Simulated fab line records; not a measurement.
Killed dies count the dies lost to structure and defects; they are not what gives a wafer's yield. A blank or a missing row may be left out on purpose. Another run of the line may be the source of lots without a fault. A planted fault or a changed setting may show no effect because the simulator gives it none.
A lot that was struck, set against a sound lot ; flow n5Finfet ; 42 out of 1938 route steps
Sound: the wafers L715.1, L715.3, L715.4. Struck: wafers L729.4, L729.5, L729.6. The cause is given at the end.
Order at every step that has rows: each side's tool, ch and its chambers, its first start. Under that, the readings that differ: sound wafers ; struck wafers ; difference of the means ; sigmas: that difference in standard deviations of wafers without a fault.
alike: readings with means less than 2 such deviations apart, plus words and numbers identical on both sides. not compared: withheld readings, readings lacking a value on some wafer, bounds such as >300 that could conceal the same value, and numbers that have no deviation in the record and whose values overlap.
Wherever a step has rows on one side only, a row that says differs or no value, or a row with sigmas, the two part there. Numbers that don't overlap but have no deviation are shown without sigmas and don't part them. A reading that every wafer of one side lacks parts them only if that side has two wafers or more.

first, 12 steps without rows for these wafers: N5_SD_EPI_N_STRIP_36 (strips in N2/H2); N5_SD_EPI_N_ETCHBACK_44 (etches SiNx in CH3F/O2, stops on SiO2, target depth 14.5 nm); N5_SD_EPI_N_ETCH_45 (etches SiOCN in CH3F/O2, target depth 6 nm); N5_SD_EPI_N_ETCH_16 (etches SiO2 in CHF3/O2, target depth 5 nm); N5_SD_EPI_N_STRIP_47 (strips in CHF3/O2); N5_SD_EPI_N_SD_RECESS_17 (chemistry HBr/Cl2/O2, target depth 41 nm, time 23.7 s, bt time 3 s); N5_SD_EPI_N_STRIP_38 (strips in N2/H2); N5_SD_EPI_N_WET_ETCH_43 (etches SiO2 in dHF, time 14 s, target depth 1.5 nm); N5_SD_EPI_N_STRIP_18 (strips in SPM, time 750 s); N5_SD_EPI_N_SRD_20 (time 30 s); N5_SD_EPI_N_PRECLEAN_48 (cleans in NF3:NH3, afs cycles 2, time 20 s, sublimation time 60 s); N5_SD_EPI_N_VAPOR_ETCH_50 (etches Si in HCl, time 54 s).
N5_SD_EPI_N_EPI_21: deposits Si:P, time 690 s.
  sound on epiRpcvd-01 ch 0, day 4 07:21; struck on epiRpcvd-01 ch 0, day 7 15:59
reading;sound;struck;difference;sigmas
chamberPressureTorr (Torr);254.8 254.5 256.1;363.7 364.1 364.2;+108.9;+99 or more
model.Si-P_of_SD_EPI_N_EPI_21.thkNm (nm);57.8 59 58.8;68.6 68.6 69.2;+10.3;
N5_SD_EPI_N_EPI_MEAS_23:
  sound on filmMetro-02 at day 4 09:04; struck on filmMetro-02 at day 7 16:52
reading;sound;struck;difference;sigmas
thkNm (nm);57.8 60.1 59.4;67.7 69.8 68.1;+9.4;+7
then, 24 steps without rows for these wafers: N5_SD_EPI_N_PRECLEAN_24 (cleans in O3/DIW, time 60 s); N5_SD_EPI_N_SRD_25 (time 30 s); N5_SD_EPI_N_PRECLEAN_49 (cleans in NF3:NH3, afs cycles 1, time 20 s, sublimation time 60 s); N5_SD_EPI_N_LINER_46 (material SiNx, target thk 3 nm); N5_SD_EPI_P_COAT_34 (time 60 s, resist thk 350 nm); N5_SD_EPI_P_COAT_35 (time 60 s, resist thk 35 nm); N5_SD_EPI_P_COAT_03 (resist thk 150 nm); N5_SD_EPI_P_EBR_05; N5_SD_EPI_P_SOFTBAKE_04 (time 60 s); N5_SD_EPI_P_EXPOSE_06 (exposes mask SD P BLK, target cd 240 nm); N5_SD_EPI_P_PEB_07 (peb time 60 s); N5_SD_EPI_P_DEVELOP_08 (develop time 30 s); N5_SD_EPI_P_DESCUM_14 (chemistry O2, time 7.9 s); N5_SD_EPI_P_ETCH_36 (etches SiARC in CF4, target depth 45.5 nm, time 75.8 s); N5_SD_EPI_P_ETCH_37 (etches SOC in N2/H2, overetch 108 nm, time 486 s); N5_SD_EPI_P_STRIP_38 (strips in N2/H2); N5_SD_EPI_P_ETCHBACK_46 (etches SiNx in CH3F/O2, stops on SiO2, target depth 17.5 nm); N5_SD_EPI_P_ETCH_47 (etches SiOCN in CH3F/O2, target depth 25 nm); N5_SD_EPI_P_ETCH_16 (etches SiO2 in CHF3/O2, target depth 5 nm); N5_SD_EPI_P_STRIP_50 (strips in CHF3/O2); N5_SD_EPI_P_SD_RECESS_17 (chemistry HBr/Cl2/O2, target depth 39.1 nm, bt time 3 s); N5_SD_EPI_P_WET_ETCH_45 (etches SiO2 in dHF, time 10.7 s, target depth 2 nm, rinse time 30 s); N5_SD_EPI_P_STRIP_40 (strips in N2/H2); N5_SD_EPI_P_PRECLEAN_52 (cleans in O3/DIW, time 60 s).
N5_SD_ACTIVATION_RS_MEAS_03: measures by four-point-probe.
  sound on filmMetro-01 at day 4 14:08; struck on filmMetro-02 at day 7 22:07
reading;sound;struck;difference;sigmas
RS_SD_N (ohm/sq);22.4 22.0 22.0;18.2 18.1 18.1;-4.0;-12
  alike: RS_SD_P
N5_MOL_CONTACT_COAG_ETCH_15: etches SiNx in CH3F/O2, stops on Si:P, target depth 7 nm.
  sound on rieDiel-02 ch 1,2,3, day 5 21:08; struck on rieDiel-03 ch 0,1, day 9 04:26
reading;sound;struck;difference;sigmas
rfVppV (V);295 298 285;304 308 302;+12;+2
model.Si-P_of_SD_EPI_N_EPI_21.thkNm (nm);57 58.2 58;67.6 67.6 68.2;+10.1;
  alike: drypumpMotorCurrentA, oesProductAu, showerheadPlenumPTorr, throttleValvePct
  not compared: rfHoursCounterH
-- record jumps: 4 days separate the struck wafers' starts on either side; left off in module MOL_CONTACT_COAG, taken up again in module BEOL_M4, whose first shown step is the route's number 1111 --
N5_BEOL_M4_RC_MEAS_101:
  sound on prober-01 ch 0, day 9 17:58; struck on prober-02 ch 0, day 12 20:25
reading;sound;struck;difference;sigmas
ION_N (uA/um);665 659 668;687 684 689;+23;+2
REXT_N (ohm.um);77.3 76.0 76.8;71.7 71.8 71.4;-5.1;-3
RS_SD_N (ohm/sq);29.0 28.3 28.1;23.5 23.5 23.4;-5.0;-11
VT_N (mV);250.9 253.5 251.8;243.5 248.0 243.9;-6.9;-2
  alike: DIBL_N, DIBL_P, IOFF_N, IOFF_P, ION_P, SS_N, SS_P, VT_P
then, 1 step without rows for these wafers: N5_PASSIVATION_PROBE_49.

## WHERE THEY PART
Earliest at N5_SD_EPI_N_EPI_21; latest, in this record, at N5_BEOL_M4_RC_MEAS_101.

WHY: the cause the simulator had injected
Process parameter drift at N5_SD_EPI_N_EPI_21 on epiRpcvd-01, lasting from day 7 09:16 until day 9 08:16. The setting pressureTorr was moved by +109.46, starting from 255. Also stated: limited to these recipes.
